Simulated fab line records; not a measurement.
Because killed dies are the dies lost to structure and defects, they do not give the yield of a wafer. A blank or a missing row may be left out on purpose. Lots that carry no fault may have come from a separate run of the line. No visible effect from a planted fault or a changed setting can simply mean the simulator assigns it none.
fab line records + flow nand_harc
record:
- lots: 6
- wafers: 18
- last_day: 33
route steps=1302 shown P_ZERO_WELL@23 END@1302
lots that met no fault: from a run of the same line without faults
start_h: start of the lot's first displayed wafer, in hours after the record's first day + wait_h: hours since the lot's step before + " the same as in the row above + L1.1+2: a single row standing in for several wafers + - no value present, or no start provided + * or withheld: withheld + < > ~ a bound
route shown NAME@n: names a module that has steps shown in the file, with the first one's number in the route + usual: average and standard deviation across the fault-free wafers + same: alike in all rows + chamber/n: place in a boat + sites: readings site by site + _std_site: standard deviation of those values + _edge_site: mean of outer sites minus mean of inner sites + radius_mm: how far each site lies from the wafer's centre + mask NAME#n: copy n + behind: the tool/chamber that last shaped the wafer + hold: what put the lot on hold/how long, in hours/how the hold closed + device: the transistor (n, p or np) that didn't switch + end of line: at the end of the route, the tests of the same wafers + a step given without rows: its recipe and nothing more + killed: dies lost to structure and defects at the first sort, not the wafer's yield + map: a wafer's dies, marking killed ones x, the rest . and places with no die _
set.NAME: setting as actually run; set.NAME@STEP: the setting as run at that earlier step + model.NAME: the simulator's own value behind a step, which no gauge read
lots at selected steps of the route; one table per step, one row per wafer
services: from which hour (start_h, from the record's first day; less than 0 if before it) a tool's chamber was out of use, for how many hours, and why
== steps ==
step: NHARC_P_ZERO_WELL_COAT_18
recipe:
- spin_rpm: withheld
step: NHARC_P_ZERO_WELL_SOFTBAKE_19
recipe:
- temp_c: 122
- time_s: 95
step: NHARC_P_ZERO_WELL_EBR_20
step: NHARC_P_ZERO_WELL_EXPOSE_21
recipe:
- na: 0.6
- target_cd_nm: 720
- dose_mj: 22.31
- mask_id: P_NWELL
step: NHARC_P_ZERO_WELL_PEB_22
recipe:
- peb_temp_c: 118
- peb_time_s: 85
step: NHARC_P_ZERO_WELL_DEVELOP_23
recipe:
- time_s: 70
step: NHARC_P_ZERO_WELL_CD_MEAS_24
recipe:
- target_cd_nm: 720
- landing_energy_ev: 500
usual:
- cd_nm: 720.0/1.2
| lot.wafer | tool      | chamber | start_h | wait_h | cd_nm |
|-----------|-----------|---------|---------|--------|-------|
| L693.1    | cd_sem-01 | 0       | 22.35   | -      | 721.0 |
| L693.5    | "         | 0       | "       | "      | 718.2 |
| L693.6    | "         | 0       | "       | "      | 720.3 |
| L699.1    | cd_sem-02 | 0       | 82.76   | -      | 719.6 |
| L699.2    | "         | 0       | "       | "      | 719.7 |
| L699.6    | "         | 0       | "       | "      | 720.0 |
| L703.1    | cd_sem-01 | 0       | 122.48  | -      | 722.9 |
| L703.2    | "         | 0       | "       | "      | 721.3 |
| L703.5    | "         | 0       | "       | "      | 721.3 |
| L705.1    | cd_sem-02 | 0       | 142.86  | -      | 720.1 |
| L705.3    | "         | 0       | "       | "      | 719.6 |
| L705.5    | "         | 0       | "       | "      | 719.7 |
| L714.1    | cd_sem-01 | 0       | 232.58  | -      | 720.8 |
| L714.3    | "         | 0       | "       | "      | 721.0 |
| L714.6    | "         | 0       | "       | "      | 719.0 |
| L715.1    | cd_sem-01 | 0       | 242.61  | -      | 721.0 |
| L715.3    | "         | 0       | "       | "      | 720.6 |
| L715.5    | "         | 0       | "       | "      | 723.7 |
step: NHARC_P_ZERO_WELL_HARDBAKE_25
recipe:
- temp_c: 125
- time_s: 80
step: NHARC_P_ZERO_WELL_DESCUM_26
recipe:
- time_s: 3
- o2_flow_sccm: 200
- ar_flow_sccm: 0
- bias_power_w: 0
- chemistry: O2
usual:
- drypump_motor_current_A: 5.9/0.37
- oes_product_au: 1.002/0.0079
- rf_vpp_V: 57.8/0.88
- showerhead_plenum_p_Torr: 1.93/0.098
- throttle_valve_pct: 11.311/0.009
| lot.wafer | tool        | chamber | start_h | wait_h | drypump_motor_current_A | oes_product_au | rf_hours_counter_h | rf_vpp_V | showerhead_plenum_p_Torr | throttle_valve_pct |
|-----------|-------------|---------|---------|--------|-------------------------|----------------|--------------------|----------|--------------------------|--------------------|
| L693.1    | rie_diel-13 | 1       | 22.55   | -      | 6.4                     | 1.001          | 6                  | 57.5     | 2.03                     | 11.327             |
| L693.5    | "           | 0       | "       | "      | 6.5                     | 1.016          | -                  | 58.0     | 1.86                     | 11.305             |
| L693.6    | "           | 1       | "       | "      | 6.4                     | 1.005          | -                  | 57.4     | 2.03                     | 11.320             |
| L699.1    | rie_diel-05 | 3       | 82.93   | -      | 5.5                     | 1.002          | 4                  | 57.5     | 1.91                     | 11.303             |
| L699.2    | "           | 0       | "       | "      | 6.2                     | 0.992          | 5                  | 58.4     | 2.02                     | 11.312             |
| L699.6    | "           | 3       | "       | "      | 5.5                     | 1.013          | -                  | 59.1     | 1.91                     | 11.306             |
| L703.2    | rie_diel-13 | 3       | 123.36  | -      | 6.1                     | 1.011          | 47                 | 57.4     | 1.84                     | 11.302             |
| L703.1    | "           | 1       | "       | "      | 6.4                     | 1.007          | 38                 | 57.9     | 2.02                     | 11.324             |
| L703.5    | "           | 2       | "       | "      | 6.3                     | 1.008          | -                  | 58.2     | 1.78                     | 11.316             |
| L705.1    | rie_diel-05 | 3       | 143.04  | -      | 5.5                     | 1.005          | 19                 | 57.6     | 1.91                     | 11.320             |
| L705.3    | "           | 1       | "       | "      | 5.5                     | 1.001          | 28                 | 58.7     | 2.05                     | 11.313             |
| L705.5    | "           | 2       | "       | "      | 5.3                     | 0.997          | -                  | 59.5     | 2.01                     | 11.311             |
| L714.1    | rie_diel-13 | 1       | 232.74  | -      | 6.4                     | 1.000          | 19                 | 58.3     | 2.01                     | 11.314             |
| L714.3    | "           | 0       | "       | "      | 6.5                     | 1.001          | 20                 | 58.0     | 1.84                     | 11.301             |
| L714.6    | "           | 2       | "       | "      | 6.2                     | 0.996          | -                  | 57.4     | 1.77                     | 11.299             |
| L715.3    | rie_diel-07 | 0       | 242.81  | -      | 6.0                     | 1.008          | 45                 | 57.5     | 1.78                     | 11.305             |
| L715.1    | "           | 1       | "       | "      | 5.7                     | 1.018          | 41                 | 58.0     | 1.81                     | 11.313             |
| L715.5    | "           | 2       | "       | "      | 6.0                     | 1.009          | -                  | 56.5     | 1.90                     | 11.307             |
step: NHARC_P_ZERO_WELL_IMPLANT_27
recipe:
- energy_kev: 600
- dose_cm2: 1e+13
- tilt_deg: 7
step: NHARC_P_ZERO_WELL_IMPLANT_57
recipe:
- energy_kev: 250
- dose_cm2: 4e+12
- tilt_deg: 7
step: NHARC_P_ZERO_WELL_IMPLANT_58
recipe:
- energy_kev: 100
- dose_cm2: 2e+12
- tilt_deg: 7
step: NHARC_P_ZERO_WELL_STRIP_28
recipe:
- time_s: 840
- temp_c: 130
- chemistry: SPM
| lot.wafer  | tool         | chamber | start_h | wait_h |
|------------|--------------|---------|---------|--------|
| L693.1+6+5 | wet_bench-05 | 1,2,3   | 23.26   | 0.2    |
| L699.2+1+6 | wet_bench-06 | 7,0,2   | 83.65   | 0.2    |
| L703.5+1+2 | wet_bench-06 | 1,2,4   | 124.07  | 0.1    |
| L705.5+1+3 | wet_bench-06 | 2,3,4   | 143.77  | 0.1    |
| L714.3+1+6 | wet_bench-09 | 0,1,4   | 233.49  | 0.2    |
| L715.3+5+1 | wet_bench-09 | 6,0,2   | 243.51  | 0.1    |
step: NHARC_P_ZERO_WELL_DEHYDRATE_29
recipe:
- temp_c: 150
- time_s: 120
step: NHARC_P_ZERO_WELL_HMDS_30
recipe:
- time_s: 30
step: NHARC_P_ZERO_WELL_COAT_31
recipe:
- spin_rpm: withheld
step: NHARC_P_ZERO_WELL_SOFTBAKE_32
recipe:
- temp_c: 122
- time_s: 95
step: NHARC_P_ZERO_WELL_EBR_33
step: NHARC_P_ZERO_WELL_EXPOSE_34
recipe:
- na: 0.6
- target_cd_nm: 720
- dose_mj: 22.31
- mask_id: P_PWELL
step: NHARC_P_ZERO_WELL_PEB_35
recipe:
- peb_temp_c: 118
- peb_time_s: 85
step: NHARC_P_ZERO_WELL_DEVELOP_36
recipe:
- time_s: 70
step: NHARC_P_ZERO_WELL_CD_MEAS_37
recipe:
- target_cd_nm: 720
- landing_energy_ev: 500
usual:
- cd_nm: 720.1/1.5
| lot.wafer | tool      | chamber | start_h | wait_h | cd_nm |
|-----------|-----------|---------|---------|--------|-------|
| L693.1    | cd_sem-01 | 0       | 23.89   | -      | 721.0 |
| L693.5    | "         | 0       | "       | "      | 720.5 |
| L693.6    | "         | 0       | "       | "      | 721.1 |
| L699.1    | cd_sem-02 | 0       | 84.40   | -      | 720.3 |
| L699.2    | "         | 0       | "       | "      | 720.0 |
| L699.6    | "         | 0       | "       | "      | 718.8 |
| L703.1    | cd_sem-03 | 0       | 125.57  | -      | 719.8 |
| L703.2    | "         | 0       | "       | "      | 718.8 |
| L703.5    | "         | 0       | "       | "      | 719.9 |
| L705.1    | cd_sem-01 | 0       | 144.51  | -      | 722.2 |
| L705.3    | "         | 0       | "       | "      | 722.1 |
| L705.5    | "         | 0       | "       | "      | 722.5 |
| L714.1    | cd_sem-01 | 0       | 234.24  | -      | 722.4 |
| L714.3    | "         | 0       | "       | "      | 720.6 |
| L714.6    | "         | 0       | "       | "      | 722.6 |
| L715.1    | cd_sem-02 | 0       | 244.27  | -      | 721.5 |
| L715.3    | "         | 0       | "       | "      | 720.6 |
| L715.5    | "         | 0       | "       | "      | 721.5 |
step: NHARC_P_ZERO_WELL_HARDBAKE_38
recipe:
- temp_c: 125
- time_s: 80
step: NHARC_P_ZERO_WELL_DESCUM_39
recipe:
- time_s: 3
- o2_flow_sccm: 200
- ar_flow_sccm: 0
- bias_power_w: 0
- chemistry: O2
usual:
- drypump_motor_current_A: 5.9/0.4
- oes_product_au: 0.998/0.0077
- rf_vpp_V: 57.9/0.88
- showerhead_plenum_p_Torr: 1.94/0.099
- throttle_valve_pct: 11.312/0.01
| lot.wafer | tool        | chamber | start_h | wait_h | drypump_motor_current_A | oes_product_au | rf_hours_counter_h | rf_vpp_V | showerhead_plenum_p_Torr | throttle_valve_pct |
|-----------|-------------|---------|---------|--------|-------------------------|----------------|--------------------|----------|--------------------------|--------------------|
| L693.1    | rie_diel-13 | 1       | 24.06   | -      | 6.4                     | 1.009          | 6                  | 59.4     | 2.03                     | 11.297             |
| L693.6    | "           | 1       | "       | "      | 6.4                     | 1.009          | -                  | 59.8     | 2.03                     | 11.311             |
| L693.5    | "           | 2       | "       | "      | 6.3                     | 1.007          | -                  | 57.7     | 1.80                     | 11.320             |
| L699.2    | rie_diel-13 | 3       | 84.58   | -      | 6.1                     | 1.001          | 32                 | 56.6     | 1.84                     | 11.294             |
| L699.1    | "           | 0       | "       | "      | 6.5                     | 1.002          | 28                 | 57.9     | 1.85                     | 11.342             |
| L699.6    | "           | 1       | "       | "      | 6.4                     | 0.989          | -                  | 58.5     | 2.03                     | 11.304             |
| L703.1    | rie_diel-05 | 1       | 125.73  | -      | 5.5                     | 1.002          | 24                 | 59.1     | 2.05                     | 11.326             |
| L703.2    | "           | 0       | "       | "      | 6.2                     | 0.982          | 16                 | 57.7     | 2.02                     | 11.301             |
| L703.5    | "           | 2       | "       | "      | 5.3                     | 1.003          | -                  | 59.1     | 2.01                     | 11.311             |
| L705.1    | rie_diel-05 | 1       | 144.67  | -      | 5.5                     | 1.002          | 28                 | 58.9     | 2.05                     | 11.305             |
| L705.3    | "           | 3       | "       | "      | 5.5                     | 1.018          | 19                 | 57.6     | 1.91                     | 11.327             |
| L705.5    | "           | 1       | "       | "      | 5.5                     | 1.007          | -                  | 55.9     | 2.05                     | 11.311             |
| L714.3    | rie_diel-13 | 2       | 234.47  | -      | 6.3                     | 0.998          | 21                 | 56.4     | 1.77                     | 11.306             |
| L714.1    | "           | 0       | "       | "      | 6.5                     | 0.993          | 21                 | 58.5     | 1.84                     | 11.299             |
| L714.6    | "           | 3       | "       | "      | 6.1                     | 0.993          | -                  | 57.3     | 1.83                     | 11.291             |
| L715.1    | rie_diel-13 | 1       | 244.43  | -      | 6.4                     | 1.005          | 23                 | 58.5     | 2.01                     | 11.320             |
| L715.3    | "           | 2       | "       | "      | 6.2                     | 0.992          | 25                 | 56.6     | 1.77                     | 11.303             |
| L715.5    | "           | 1       | "       | "      | 6.4                     | 1.002          | -                  | 58.5     | 2.01                     | 11.308             |
step: NHARC_P_ZERO_WELL_IMPLANT_40
recipe:
- energy_kev: 300
- dose_cm2: 1e+13
- tilt_deg: 7
step: NHARC_P_ZERO_WELL_IMPLANT_59
recipe:
- energy_kev: 120
- dose_cm2: 5e+12
- tilt_deg: 7
step: NHARC_P_ZERO_WELL_IMPLANT_60
recipe:
- energy_kev: 30
- dose_cm2: 2e+12
- tilt_deg: 7
step: NHARC_P_ZERO_WELL_STRIP_41
recipe:
- time_s: 840
- temp_c: 130
- chemistry: SPM
step: NHARC_P_ZERO_WELL_DEHYDRATE_44
recipe:
- temp_c: 150
- time_s: 120
step: NHARC_P_ZERO_WELL_HMDS_45
recipe:
- time_s: 30
step: NHARC_P_ZERO_WELL_COAT_46
recipe:
- spin_rpm: withheld
step: NHARC_P_ZERO_WELL_SOFTBAKE_47
recipe:
- temp_c: 122
- time_s: 95
step: NHARC_P_ZERO_WELL_EBR_48
step: NHARC_P_ZERO_WELL_EXPOSE_49
recipe:
- na: 0.6
- target_cd_nm: 2000
- dose_mj: 22.64
- mask_id: P_HVPW
step: NHARC_P_ZERO_WELL_PEB_50
recipe:
- peb_temp_c: 118
- peb_time_s: 85
step: NHARC_P_ZERO_WELL_DEVELOP_51
recipe:
- time_s: 70
step: NHARC_P_ZERO_WELL_CD_MEAS_52
recipe:
- target_cd_nm: 2000
- landing_energy_ev: 500
usual:
- cd_nm: 2000.2/1.3
| lot.wafer | tool      | chamber | start_h | wait_h | cd_nm  |
|-----------|-----------|---------|---------|--------|--------|
| L693.1    | cd_sem-02 | 0       | 25.55   | -      | 2001.6 |
| L693.5    | "         | 0       | "       | "      | 2000.7 |
| L693.6    | "         | 0       | "       | "      | 2002.0 |
| L699.1    | cd_sem-02 | 0       | 86.05   | -      | 1997.8 |
| L699.2    | "         | 0       | "       | "      | 1999.1 |
| L699.6    | "         | 0       | "       | "      | 2001.2 |
| L703.1    | cd_sem-03 | 0       | 127.09  | -      | 2000.7 |
| L703.2    | "         | 0       | "       | "      | 2001.2 |
| L703.5    | "         | 0       | "       | "      | 2003.2 |
| L705.1    | cd_sem-03 | 0       | 146.02  | -      | 2000.3 |
| L705.3    | "         | 0       | "       | "      | 1999.2 |
| L705.5    | "         | 0       | "       | "      | 2001.1 |
| L714.1    | cd_sem-01 | 0       | 235.94  | -      | 2001.1 |
| L714.3    | "         | 0       | "       | "      | 2001.6 |
| L714.6    | "         | 0       | "       | "      | 2002.0 |
| L715.1    | cd_sem-01 | 0       | 245.80  | -      | 2000.0 |
| L715.3    | "         | 0       | "       | "      | 1999.4 |
| L715.5    | "         | 0       | "       | "      | 2000.3 |
step: NHARC_P_ZERO_WELL_HARDBAKE_53
recipe:
- temp_c: 125
- time_s: 80
step: NHARC_P_ZERO_WELL_DESCUM_54
recipe:
- time_s: 3
- o2_flow_sccm: 200
- ar_flow_sccm: 0
- bias_power_w: 0
- chemistry: O2
usual:
- drypump_motor_current_A: 5.8/0.37
- oes_product_au: 1.001/0.0065
- rf_vpp_V: 57.9/0.94
- showerhead_plenum_p_Torr: 1.94/0.094
- throttle_valve_pct: 11.312/0.0091
| lot.wafer | tool        | chamber | start_h | wait_h | drypump_motor_current_A | oes_product_au | rf_hours_counter_h | rf_vpp_V | showerhead_plenum_p_Torr | throttle_valve_pct |
|-----------|-------------|---------|---------|--------|-------------------------|----------------|--------------------|----------|--------------------------|--------------------|
| L693.1    | rie_diel-07 | 3       | 25.71   | -      | 6.2                     | 1.002          | 25                 | 58.3     | 2.07                     | 11.310             |
| L693.5    | "           | 3       | "       | "      | 6.2                     | 0.990          | -                  | 58.0     | 2.07                     | 11.302             |
| L693.6    | "           | 0       | "       | "      | 6.1                     | 1.004          | -                  | 57.8     | 1.80                     | 11.305             |
| L699.1    | rie_diel-05 | 1       | 86.23   | -      | 5.5                     | 1.013          | 8                  | 59.3     | 2.05                     | 11.299             |
| L699.2    | "           | 0       | "       | "      | 6.2                     | 1.004          | 5                  | 58.1     | 2.02                     | 11.319             |
| L699.6    | "           | 1       | "       | "      | 5.5                     | 1.008          | -                  | 58.4     | 2.05                     | 11.328             |
| L703.2    | rie_diel-05 | 3       | 127.26  | -      | 5.5                     | 1.006          | 16                 | 57.3     | 1.91                     | 11.303             |
| L703.1    | "           | 1       | "       | "      | 5.5                     | 1.005          | 24                 | 60.8     | 2.05                     | 11.297             |
| L703.5    | "           | 2       | "       | "      | 5.3                     | 0.995          | -                  | 57.9     | 2.01                     | 11.313             |
| L705.3    | rie_diel-05 | 3       | 146.20  | -      | 5.5                     | 0.997          | 20                 | 55.3     | 1.91                     | 11.316             |
| L705.1    | "           | 1       | "       | "      | 5.5                     | 0.999          | 29                 | 58.3     | 2.05                     | 11.307             |
| L705.5    | "           | 3       | "       | "      | 5.5                     | 0.997          | -                  | 58.4     | 1.91                     | 11.316             |
| L714.3    | rie_diel-07 | 2       | 236.16  | -      | 5.9                     | 1.010          | 37                 | 57.4     | 1.90                     | 11.311             |
| L714.1    | "           | 1       | "       | "      | 5.7                     | 1.001          | 40                 | 58.2     | 1.81                     | 11.315             |
| L714.6    | "           | 2       | "       | "      | 6.0                     | 1.006          | -                  | 57.7     | 1.90                     | 11.331             |
| L715.3    | rie_diel-07 | 1       | 245.96  | -      | 5.7                     | 1.006          | 41                 | 57.4     | 1.81                     | 11.310             |
| L715.1    | "           | 2       | "       | "      | 5.9                     | 1.011          | 38                 | 59.0     | 1.90                     | 11.305             |
| L715.5    | "           | 1       | "       | "      | 5.7                     | 0.998          | -                  | 57.1     | 1.81                     | 11.308             |
step: NHARC_P_ZERO_WELL_IMPLANT_55
recipe:
- energy_kev: 180
- dose_cm2: 8e+11
- tilt_deg: 7
step: NHARC_P_ZERO_WELL_IMPLANT_61
recipe:
- energy_kev: 30
- dose_cm2: 5e+11
- tilt_deg: 7
step: NHARC_P_ZERO_WELL_STRIP_56
recipe:
- time_s: 840
- temp_c: 130
- chemistry: SPM
step: NHARC_P_ZERO_WELL_INSPECT_43
usual:
- raw_defect_count: 12/6.2
| lot.wafer | tool              | chamber | start_h | wait_h | raw_defect_count |
|-----------|-------------------|---------|---------|--------|------------------|
| L693.1    | defect_inspect-01 | -       | 27.35   | 0.6    | 12               |
| L693.5    | "                 | -       | "       | "      | 2                |
| L693.6    | "                 | -       | "       | "      | 7                |
| L699.1    | defect_inspect-01 | -       | 87.89   | 0.6    | 14               |
| L699.2    | "                 | -       | "       | "      | 17               |
| L699.6    | "                 | -       | "       | "      | 4                |
| L703.1    | defect_inspect-02 | -       | 128.92  | 0.6    | 430              |
| L703.2    | "                 | -       | "       | "      | 394              |
| L703.5    | "                 | -       | "       | "      | 444              |
| L705.1    | defect_inspect-01 | -       | 147.99  | 0.6    | 443              |
| L705.3    | "                 | -       | "       | "      | 447              |
| L705.5    | "                 | -       | "       | "      | 387              |
| L714.1    | defect_inspect-01 | -       | 237.81  | 0.6    | 4                |
| L714.3    | "                 | -       | "       | "      | 11               |
| L714.6    | "                 | -       | "       | "      | 8                |
| L715.1    | defect_inspect-01 | -       | 247.64  | 0.6    | 11               |
| L715.3    | "                 | -       | "       | "      | 15               |
| L715.5    | "                 | -       | "       | "      | 15               |
step: NHARC_END_SORT_01
recipe:
- temp_c: 25
usual:
- killed_at_array: 56/21
- killed_at_other: 1.2/1.6
- killed_at_periphery: 3.7/2.5
- killed_dies: 61/21
- killed_open: 3.1/1.8
- killed_short: 2.8/1.7
same:
- gross_dies: 677
| lot.wafer | tool      | chamber | start_h | wait_h | killed_at_array | killed_at_other | killed_at_periphery | killed_dies | killed_open | killed_short |
|-----------|-----------|---------|---------|--------|-----------------|-----------------|---------------------|-------------|-------------|--------------|
| L703.1    | prober-01 | 0       | 660.44  | 2.5    | 28              | 4               | 43                  | 75          | 3           | 4            |
| L703.2    | prober-01 | 0       | 661.25  | 2.8    | 33              | 4               | 83                  | 120         | 2           | 2            |
| L703.5    | prober-01 | 0       | 663.67  | 3.7    | 28              | 2               | 38                  | 68          | 3           | 3            |
| L705.1    | prober-01 | 0       | 690.44  | 2.5    | 40              | 0               | 92                  | 132         | 3           | 1            |
| L705.3    | prober-01 | 0       | 692.05  | 3.1    | 39              | 0               | 89                  | 128         | 1           | 6            |
| L705.5    | prober-01 | 0       | 693.67  | 3.7    | 36              | 1               | 37                  | 74          | 1           | 4            |
killed by level:class
L703.1 P_ZERO_WELL:unspecified=40 A_CHANNEL_HOLE_D2:chamber_film_flake=15 A_CHANNEL_HOLE_D1:chamber_film_flake=5 THIN_TSV:chamber_film_flake=4 A_STAIRCASE:chamber_film_flake=2 P_GATE:geometric_particle:open=1 P_CONTACT:geometric_particle:short=1 A_CHANNEL_FILL_D1:geometric_particle:short=1
L703.2 P_ZERO_WELL:unspecified=81 A_CHANNEL_HOLE_D2:chamber_film_flake=18 A_CHANNEL_HOLE_D1:chamber_film_flake=7 THIN_TSV:chamber_film_flake=4 A_SLIT:chamber_film_flake=3 P_CONTACT:geometric_particle:open=1 A_DECK1_JOINT:geometric_particle:short=1 A_CHANNEL_FILL_D2:geometric_particle:open=1
L703.5 P_ZERO_WELL:unspecified=34 A_CHANNEL_HOLE_D2:chamber_film_flake=18 P_GATE:chamber_film_flake=3 A_CHANNEL_HOLE_D1:chamber_film_flake=3 A_DECK1_JOINT:geometric_particle:short=2 THIN_TSV:chamber_film_flake=2 P_STI:geometric_particle:open=1 A_WL_FILL:geometric_particle:short=1
L705.1 P_ZERO_WELL:unspecified=84 A_CHANNEL_HOLE_D2:chamber_film_flake=14 A_CHANNEL_HOLE_D1:chamber_film_flake=7 P_BONDPAD:chamber_film_flake=5 A_BLC:chamber_film_flake=5 A_CONTACT:chamber_film_flake=4 A_SLIT:chamber_film_flake=3 P_CONTACT:geometric_particle:open=1
L705.3 P_ZERO_WELL:unspecified=79 A_CHANNEL_HOLE_D2:chamber_film_flake=15 P_BONDPAD:chamber_film_flake=7 A_CONTACT:chamber_film_flake=5 A_CHANNEL_HOLE_D1:chamber_film_flake=4 A_BLC:chamber_film_flake=4 A_ONON_D1:geometric_particle:short=3 A_CHANNEL_FILL_D2:chamber_film_flake=3
L705.5 P_ZERO_WELL:unspecified=36 A_CHANNEL_HOLE_D2:chamber_film_flake=24 A_CHANNEL_HOLE_D1:chamber_film_flake=2 A_SLIT:chamber_film_flake=2 A_BLC:chamber_film_flake=2 P_M0:geometric_particle:short=1 A_CHANNEL_FILL_D1:geometric_particle:short=1 A_CHANNEL_FILL_D2:geometric_particle:short=1
map L703.2 (x killed, . not)
____________.____________
_________......._________
_______..........._______
______.............______
_____.....x........._____
____.................____
____.........x.......____
___...................___
___.x.................___
__.........x.x.........__
__x..............x.....__
_.x...........x......x.._
_.......x..............._
_...................x..x_
_...............x.....x._
_...........x........xxx_
.........x.x.x......xxxxx
.........xxxxx....x....xx
.........xxx..x......xx.x
......x.xxxxxx.x.....xxxx
.......xxxxxxxx......x.xx
_.......xxxxxxx........._
_......xxxxxxxx........._
_.x....xxxxxxxxx........_
_.......xxxxxxxx........_
_.....x.xxxxxxx........._
__.....x.xxxxx.........__
__.....xxxxx...........__
___......xx...........___
___...................___
____.................____
____.................____
_____......x........_____
______.............______
_______..........._______
_________......._________
____________.____________
map L705.1 (x killed, . not)
____________.____________
_________....x.._________
_______.......x..._______
______..........x..______
_____......xx.....x._____
____.................____
____........x..x.....____
___..........x........___
___............x......___
__...........x.........__
__.....................__
_......................._
_.............x........._
_...........x..........x_
_......x.....x........x._
_...x...x..x...........x_
......xx.xx.............x
.....xxxxxxx.........x.xx
....xxxxxxx..x.......x...
....xxxxxxxx..........x..
....xxxxxxxx.............
_..xxxxxxxxx............_
_...xxxxxxxx............_
_..xxxxxxxxx............_
_...xxxxxxx............._
_...xxxxxxxx............_
__....xxxx......x......__
__....xx............x..__
___..xxx.x..........x.___
___.xxx.x.............___
____xx..x............____
____..x.x.....xx.....____
_____..............._____
______x............______
_______..........x_______
_________x..x..._________
____________x____________
== services ==
| tool         | chamber | start_h | hours | kind   |
|--------------|---------|---------|-------|--------|
| wet_bench-09 | -       | 0.80    | 8.0   | pm     |
| rie_diel-05  | 0       | 7.42    | -     | clean  |
| rie_diel-05  | 1       | 7.42    | -     | clean  |
| rie_diel-05  | 2       | 7.42    | -     | clean  |
| rie_diel-05  | 3       | 7.42    | -     | clean  |
| rie_diel-13  | 3       | 18.03   | 6.8   | repair |
| wet_bench-06 | -       | 18.22   | 8.0   | pm     |
| rie_diel-13  | -       | 45.31   | 0.8   | repair |
| rie_diel-13  | -       | 46.29   | 0.7   | repair |
| rie_diel-05  | -       | 52.63   | 9.0   | pm     |
| rie_diel-05  | 0       | 71.89   | 6.3   | repair |
| wet_bench-05 | -       | 84.80   | 8.0   | pm     |
| rie_diel-13  | -       | 86.15   | 2.6   | repair |
| rie_diel-13  | 0       | 94.33   | 11.1  | repair |
| rie_diel-05  | 0       | 99.49   | 8.2   | repair |
| rie_diel-07  | 3       | 103.16  | 2.4   | repair |
| rie_diel-05  | 2       | 108.82  | 2.6   | repair |
| rie_diel-13  | 1       | 111.44  | 11.4  | repair |
| rie_diel-07  | -       | 117.33  | 9.0   | pm     |
| rie_diel-13  | -       | 165.19  | 9.0   | pm     |
| wet_bench-09 | -       | 176.80  | 8.0   | pm     |
| wet_bench-06 | -       | 194.22  | 8.0   | pm     |
| rie_diel-13  | 1       | 199.95  | 5.9   | repair |
| rie_diel-05  | -       | 229.63  | 9.0   | pm     |
== key ==
first_sign:
- step: NHARC_P_ZERO_WELL_INSPECT_43
- reading: raw_defect_count
- direction: up
- sigmas: 66
- usual: 12
- struck: 424
effect:
- step: NHARC_END_SORT_01
- reading: killed_at_periphery
- direction: up
- sigmas: 24
- usual: 3.7
- struck: 63.7
more_kills_born_at:
- NHARC_P_ZERO_WELL_STRIP_28@wet_bench-06: 354
met_at NHARC_P_ZERO_WELL_STRIP_28
struck_wafers L703.1,L703.2,L703.5,L705.1,L705.3,L705.5
tester_left_out L703,L705
onset_between 83.65 124.07
also_fits NHARC_P_ZERO_WELL_DESCUM_39:rie_diel-05,NHARC_P_ZERO_WELL_DESCUM_54:rie_diel-05
fault:
- kind: chamber_particle_source
- tool: wet_bench-06
- chamber: -
- onset_h: 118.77
- steps: NHARC_P_ZERO_WELL_STRIP_28
- rate_per_visit_cm2: 0.64534
- end_h: 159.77
tester_left_out: of these lots the tester's yield and bins aren't shown, on N5 and GAA mostly nor the transistor test; their killed dies are dies lost to structure and defects alone, not to doping, threshold or leakage, so they don't give the yield
